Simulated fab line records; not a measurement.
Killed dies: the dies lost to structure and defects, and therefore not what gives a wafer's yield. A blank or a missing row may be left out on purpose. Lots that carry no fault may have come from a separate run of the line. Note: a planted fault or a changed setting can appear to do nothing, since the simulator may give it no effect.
Matching of chambers + flow nandHarc + NHARC_A_SLIT_DESCUM_14 on rieDiel-02: 4 sister chambers
The step chemistry O2, time 3 s. 4 wafers are shown with their chamber, then 11 later ones without.

## WAFERS PAIRED WITH THEIR CHAMBERS
| wafer  | chamber | showerheadPlenumPTorr (Torr) |
|--------|---------|------------------------------|
| L087.3 | 2       | 1.77                         |
| L087.4 | 3       | 2.00                         |
| L087.6 | 1       | 1.85                         |
| L089.2 | 0       | 1.86                         |

## WAFERS MISSING THEIR CHAMBER
| wafer  | showerheadPlenumPTorr (Torr) |
|--------|------------------------------|
| L089.3 | 1.84                         |
| L089.4 | 1.84                         |
| L091.3 | 1.77                         |
| L091.4 | 1.84                         |
| L091.5 | 1.77                         |
| L092.3 | 2.00                         |
| L092.4 | 1.77                         |
| L092.5 | 1.84                         |
| L097.1 | 1.77                         |
| L097.3 | 1.84                         |
| L097.5 | 1.77                         |

## EACH ONE'S CHAMBER
| wafer  | from the rows above     | in truth |
|--------|-------------------------|----------|
| L089.3 | can't be placed: 1 or 0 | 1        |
| L089.4 | can't be placed: 1 or 0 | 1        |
| L091.3 | 2                       | 2        |
| L091.4 | can't be placed: 1 or 0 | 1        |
| L091.5 | 2                       | 2        |
| L092.3 | 3                       | 3        |
| L092.4 | 2                       | 2        |
| L092.5 | can't be placed: 1 or 0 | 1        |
| L097.1 | 2                       | 2        |
| L097.3 | can't be placed: 1 or 0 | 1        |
| L097.5 | 2                       | 2        |
Placed correctly: 6 of 11. Can't be placed from these rows: 5 (the true chamber is among the candidates in 5). 0 placed wrongly.
How it was worked out, from the rows above alone: a wafer's distance from a chamber is the root of the sum, over the readings, of the square of ((its reading less the chamber's mean) divided by the reading's scatter). The wafer belongs to the nearest chamber; if the next one is less than 2 further off, it can't be placed. Each chamber's mean is taken over the wafers shown for it. The scatter (one wafer shown for each chamber): square how far every hidden wafer sits from the nearest shown wafer, average those squares and take the square root.
